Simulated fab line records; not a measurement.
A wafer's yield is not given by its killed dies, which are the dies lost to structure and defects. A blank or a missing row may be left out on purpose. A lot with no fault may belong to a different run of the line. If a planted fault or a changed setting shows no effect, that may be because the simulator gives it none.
Matching of chambers    flow n5 finfet    N5_BEOL_M5_CO_CAP_78 on cvd co-02: 3 sister chambers
The step material Co, precursor CCTBA/H2, target thk 2 nm, time 102.1 s. 3 wafers are shown with their chamber, then 12 later ones without.

== EACH WAFER AND ITS CHAMBER ==
wafer   chamber  heater power w (W)
L085.2  1        236
L086.3  0        227
L086.5  2        217

== WAFERS MISSING THEIR CHAMBER ==
wafer   heater power w (W)
L084.3  223
L084.5  227
L084.6  237
L088.2  240
L088.5  237
L088.6  230
L093.2  225
L093.5  242
L093.6  220
L092.3  218
L092.5  221
L092.6  237

== WHICH CHAMBER EACH ONE RAN IN ==
wafer   from the rows above      in truth
L084.3  can't be placed: 0 or 2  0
L084.5  0                        0
L084.6  1                        1
L088.2  1                        1
L088.5  1                        1
L088.6  can't be placed: 0 or 1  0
L093.2  can't be placed: 0 or 2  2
L093.5  1                        1
L093.6  can't be placed: 2 or 0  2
L092.3  2                        2
L092.5  can't be placed: 2 or 0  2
L092.6  1                        1
7 of 12 placed correctly. Unplaceable from these rows: 5, with the true chamber sitting among the candidates in 5. Wrongly placed: 0.
How it was worked out, from the rows above alone: a wafer's distance from a chamber is the root of the sum, over the readings, of the square of ((its reading less the chamber's mean) divided by the reading's scatter). The wafer belongs to the nearest chamber; if the next one is less than 2 further off, it can't be placed. The mean given for a chamber averages the wafers shown for that chamber. The scatter: root of mean squared gap, hidden wafer to nearest shown wafer, with one shown wafer a chamber.
